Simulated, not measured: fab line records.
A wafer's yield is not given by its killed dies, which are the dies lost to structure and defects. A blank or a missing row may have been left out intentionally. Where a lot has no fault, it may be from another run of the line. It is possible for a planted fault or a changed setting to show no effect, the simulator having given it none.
A lot that was struck, set against a sound lot || flow nandHarc || 13 out of 1159 route steps
Sound: wafers L950.4, L950.5, L950.6. Wafers L948.1, L948.4, L948.6 were the ones struck. The cause is given at the end.
Order at every step that has rows: each side's tool, ch and its chambers, its first start. Under that, the readings that differ: sound wafers || struck wafers || difference of the means || sigmas: that difference in standard deviations of wafers without a fault.
alike: same words and numbers on both sides, and readings whose means sit less than 2 such deviations apart. not compared: any withheld reading, any reading some wafer has no value for, any bound like >300 that may hide the same value, and any number with overlapping values for which the record gives no deviation.
The two part at a step that has a row with sigmas, a row that says differs or no value, or rows on one side only. Non-overlapping numbers with no deviation appear without sigmas and do not part them. A reading missing from all wafers of one side parts the sides only when that side holds two or more wafers.

NHARC_P_ZERO_WELL_DESCUM_26: chemistry O2, time 3 s.
  sound on rieDiel-02 ch 0,1,3, day 3 20:44; struck on rieDiel-02 ch 1,2,3, day 3 08:42
  alike: drypumpMotorCurrentA, oesProductAu, rfVppV, showerheadPlenumPTorr, throttleValvePct
  not compared: rfHoursCounterH
then, 11 steps without rows for these wafers: NHARC_P_ZERO_WELL_IMPLANT_27; NHARC_P_ZERO_WELL_IMPLANT_57; NHARC_P_ZERO_WELL_IMPLANT_58; NHARC_P_ZERO_WELL_STRIP_28 (strips in SPM, time 840 s); NHARC_P_ZERO_WELL_DEHYDRATE_29 (time 120 s); NHARC_P_ZERO_WELL_HMDS_30 (time 30 s); NHARC_P_ZERO_WELL_COAT_31; NHARC_P_ZERO_WELL_SOFTBAKE_32 (time 95 s); NHARC_P_ZERO_WELL_EBR_33; NHARC_P_ZERO_WELL_EXPOSE_34 (exposes mask P PWELL, target cd 720 nm); NHARC_P_ZERO_WELL_PEB_35 (peb time 85 s).
NHARC_P_ZERO_WELL_DEVELOP_36: time 70 s.
  sound on lithoTrack-07 ch 0, day 3 22:00; struck on lithoTrack-02, day 3 10:00
  no value came back on the struck wafers for chillPlateTempC (C), exhaustPa (Pa); on the sound wafers chillPlateTempC (C) reads 23.06 23.09 23.14

== WHERE THEY PART ==
Only at NHARC_P_ZERO_WELL_DEVELOP_36, as far as this record shows.

WHY: the cause the simulator had injected
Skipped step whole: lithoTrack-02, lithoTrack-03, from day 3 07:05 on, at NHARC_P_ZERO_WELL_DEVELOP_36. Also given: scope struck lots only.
